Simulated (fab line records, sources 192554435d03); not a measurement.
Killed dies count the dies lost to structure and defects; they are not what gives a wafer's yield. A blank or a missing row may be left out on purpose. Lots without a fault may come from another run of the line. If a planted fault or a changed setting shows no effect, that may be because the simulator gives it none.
Chamber matching / flow n5 finfet / 3 sister chambers for N5_BEOL_M7_DEP_56 on pecvd-02
The step deposits SiCN from 3MS/NH3, target thk 10 nm, time 17.5 s. 3 wafers are shown with their chamber, then 11 later ones without.

== WAFERS WITH THEIR CHAMBER ==
wafer=L089.2; chamber=2; showerhead plenum p Torr (Torr)=3.639
wafer=L086.4; chamber=1; showerhead plenum p Torr (Torr)=3.652
wafer=L090.1; chamber=0; showerhead plenum p Torr (Torr)=3.672

== WAFERS WHOSE CHAMBER IS MISSING ==
wafer=L090.4; showerhead plenum p Torr (Torr)=3.675
wafer=L090.6; showerhead plenum p Torr (Torr)=3.646
wafer=L092.2; showerhead plenum p Torr (Torr)=3.651
wafer=L092.3; showerhead plenum p Torr (Torr)=3.633
wafer=L092.5; showerhead plenum p Torr (Torr)=3.649
wafer=L094.3; showerhead plenum p Torr (Torr)=3.675
wafer=L094.4; showerhead plenum p Torr (Torr)=3.658
wafer=L094.5; showerhead plenum p Torr (Torr)=3.675
wafer=L096.1; showerhead plenum p Torr (Torr)=3.644
wafer=L096.3; showerhead plenum p Torr (Torr)=3.682
wafer=L096.4; showerhead plenum p Torr (Torr)=3.673

== THE CHAMBER EACH PASSED THROUGH ==
wafer=L090.4; from the rows above=0; in truth=0
wafer=L090.6; from the rows above=can't be placed: 1 or 2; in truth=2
wafer=L092.2; from the rows above=1; in truth=1
wafer=L092.3; from the rows above=2; in truth=2
wafer=L092.5; from the rows above=can't be placed: 1 or 2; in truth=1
wafer=L094.3; from the rows above=0; in truth=0
wafer=L094.4; from the rows above=can't be placed: 1 or 0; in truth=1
wafer=L094.5; from the rows above=0; in truth=0
wafer=L096.1; from the rows above=can't be placed: 2 or 1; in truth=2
wafer=L096.3; from the rows above=0; in truth=0
wafer=L096.4; from the rows above=0; in truth=0
Correct placement for 7 of the 11. Not placeable from these rows: 4 (in 4, the candidates include the true chamber). Wrongly placed: 0.
How it was worked out, from the rows above alone: a wafer's distance from a chamber is the root of the sum, over the readings, of the square of ((its reading less the chamber's mean) divided by the reading's scatter). If the next closest chamber is less than 2 further off than the closest, the wafer can't be placed; otherwise it belongs to the closest. A chamber's mean is the mean of its shown wafers. The scatter: with one shown wafer a chamber, the root of the mean of the squares of how far each hidden wafer lies from its nearest shown one.
